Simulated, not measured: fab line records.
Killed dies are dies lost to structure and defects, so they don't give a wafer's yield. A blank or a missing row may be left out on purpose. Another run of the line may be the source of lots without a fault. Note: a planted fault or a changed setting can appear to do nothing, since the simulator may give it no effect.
Chamber matching + flow n5 finfet + N5_STI_FIN_REVEAL_ETCHBACK_08 on rie diel-02 has 4 sister chambers
The step etches SiO2 in C4F6/O2, target depth 30.5 nm, time 10.167 s. 22 wafers are shown with their chamber, then 11 later ones without.

WAFERS WITH THEIR CHAMBER
| wafer  | chamber | drypump motor current A (A) | showerhead plenum p Torr (Torr) | rf vpp V (V) |
|--------|---------|-----------------------------|---------------------------------|--------------|
| L075.2 | 1       | 6.3                         | 2.97                            | 691          |
| L075.5 | 3       | 5.6                         | 2.88                            | 673          |
| L075.6 | 2       | 5.2                         | 2.95                            | 666          |
| L076.1 | 0       | 5.3                         | 2.71                            | 671          |
| L076.4 | 2       | 5.2                         | 2.95                            | 666          |
| L076.6 | 2       | 5.2                         | 2.95                            | 665          |
| L078.1 | 1       | 6.2                         | 2.97                            | 690          |
| L078.2 | 3       | 5.6                         | 2.88                            | 672          |
| L078.5 | 0       | 5.3                         | 2.70                            | 672          |
| L080.3 | 1       | 6.2                         | 2.97                            | 691          |
| L080.4 | 2       | 5.2                         | 2.95                            | 667          |
| L080.5 | 0       | 5.3                         | 2.70                            | 671          |
| L081.1 | 1       | 6.2                         | 2.96                            | 691          |
| L081.5 | 0       | 5.3                         | 2.70                            | 671          |
| L081.6 | 3       | 5.6                         | 2.88                            | 672          |
| L087.1 | 2       | 5.2                         | 2.94                            | 666          |
| L087.4 | 1       | 6.2                         | 2.96                            | 691          |
| L087.5 | 1       | 6.2                         | 2.96                            | 690          |
| L089.1 | 3       | 5.6                         | 2.87                            | 671          |
| L089.4 | 0       | 5.3                         | 2.70                            | 673          |
| L089.5 | 2       | 5.2                         | 2.94                            | 666          |
| L090.1 | 3       | 5.6                         | 2.87                            | 672          |

SIGNATURES, as means of the wafers listed above
| reading                  | chamber 0 | chamber 1 | chamber 2 | chamber 3 | scatter within a chamber |
|--------------------------|-----------|-----------|-----------|-----------|--------------------------|
| drypump motor current A  | 5.300     | 6.217     | 5.200     | 5.600     | 0.0215                   |
| showerhead plenum p Torr | 2.7020    | 2.9650    | 2.9467    | 2.8760    | 0.00518                  |
| rf vpp V                 | 671.60    | 690.67    | 666.00    | 672.00    | 0.689                    |
Rule: for each reading, subtract the chamber's mean from the wafer's reading, divide by that reading's scatter and square the result; add these up over the readings and take the root, which gives the wafer's distance from the chamber. If the next closest chamber is less than 2 further off than the closest, the wafer can't be placed; otherwise it belongs to the closest. The scatter: the root of (the sum of the squares of (reading less its chamber's mean) over the shown wafers, divided by (wafers less chambers)).

WAFERS WHOSE CHAMBER IS MISSING
| wafer  | drypump motor current A (A) | showerhead plenum p Torr (Torr) | rf vpp V (V) |
|--------|-----------------------------|---------------------------------|--------------|
| L090.2 | 5.3                         | 2.69                            | 670          |
| L090.5 | 5.3                         | 2.69                            | 671          |
| L092.2 | 5.2                         | 2.94                            | 665          |
| L092.3 | 6.2                         | 2.95                            | 691          |
| L092.4 | 5.6                         | 2.87                            | 671          |
| L096.1 | 5.3                         | 2.69                            | 670          |
| L096.3 | 6.3                         | 2.95                            | 692          |
| L096.5 | 5.6                         | 2.86                            | 672          |
| L097.1 | 5.3                         | 2.69                            | 672          |
| L097.3 | 6.2                         | 2.95                            | 691          |
| L097.5 | 5.3                         | 2.69                            | 670          |

EACH ONE'S CHAMBER
| wafer  | from the rows above | in truth |
|--------|---------------------|----------|
| L090.2 | 0                   | 0        |
| L090.5 | 0                   | 0        |
| L092.2 | 2                   | 2        |
| L092.3 | 1                   | 1        |
| L092.4 | 3                   | 3        |
| L096.1 | 0                   | 0        |
| L096.3 | 1                   | 1        |
| L096.5 | 3                   | 3        |
| L097.1 | 0                   | 0        |
| L097.3 | 1                   | 1        |
| L097.5 | 0                   | 0        |
11 of 11 placed correctly. Can't be placed from these rows: 0. Wrongly placed: 0.
